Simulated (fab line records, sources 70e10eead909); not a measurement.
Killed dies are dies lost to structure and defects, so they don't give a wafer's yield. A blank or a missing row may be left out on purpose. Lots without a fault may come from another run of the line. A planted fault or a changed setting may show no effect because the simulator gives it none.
Which tool did it? | flow nand_harc | 7 lots, 19 wafers sampled, at 1 step of a route of 1302

WHAT THE GAUGES READ, wafer by wafer
NHARC_A_SGD_CUT_THK_MEAS_22: measures by ellipsometry.
lot  | measured     | on            | thk_nm (nm)
L749 | day 20 12:44 | film_metro-02 | 148.9 146.9 147.3
L751 | day 21 06:32 | film_metro-01 | 149.2 150.1 147.4
L754 | day 23 00:41 | film_metro-01 | 148.7 148.6
L759 | day 24 00:52 | film_metro-02 | 146.0 149.2
L763 | day 26 09:58 | film_metro-01 | 148.0 150.2 149.0
L766 | day 27 14:19 | film_metro-02 | 147.4 148.1 147.4
L768 | day 28 02:47 | film_metro-02 | 146.7 148.5 148.1

WHICH TOOL RAN EACH LOT (tool, then ch and the chambers of the sampled wafers, then the start)
The record holds no process step before these readings.

THE ANSWER, worked out from the rows above alone
Rule: what is usual is taken from the lots themselves. Put in order of their means at a reading, lots are off if they are a third of the lots or fewer, leave a main group of 4 or more, and stand apart from it by a gap of 3 or more times the standard deviation of the main group's means; of several such gaps the widest counts. A main group whose means are all the same, to the digits that the tables above print for the reading, isn't used. A lot without any number at a reading at which 4 lots or more have one is off too. The other lots that the step has rows for count as sound.
No lot is off at any reading shown: from this, nothing can be told.

WHAT THE SIMULATOR HAD PUT IN
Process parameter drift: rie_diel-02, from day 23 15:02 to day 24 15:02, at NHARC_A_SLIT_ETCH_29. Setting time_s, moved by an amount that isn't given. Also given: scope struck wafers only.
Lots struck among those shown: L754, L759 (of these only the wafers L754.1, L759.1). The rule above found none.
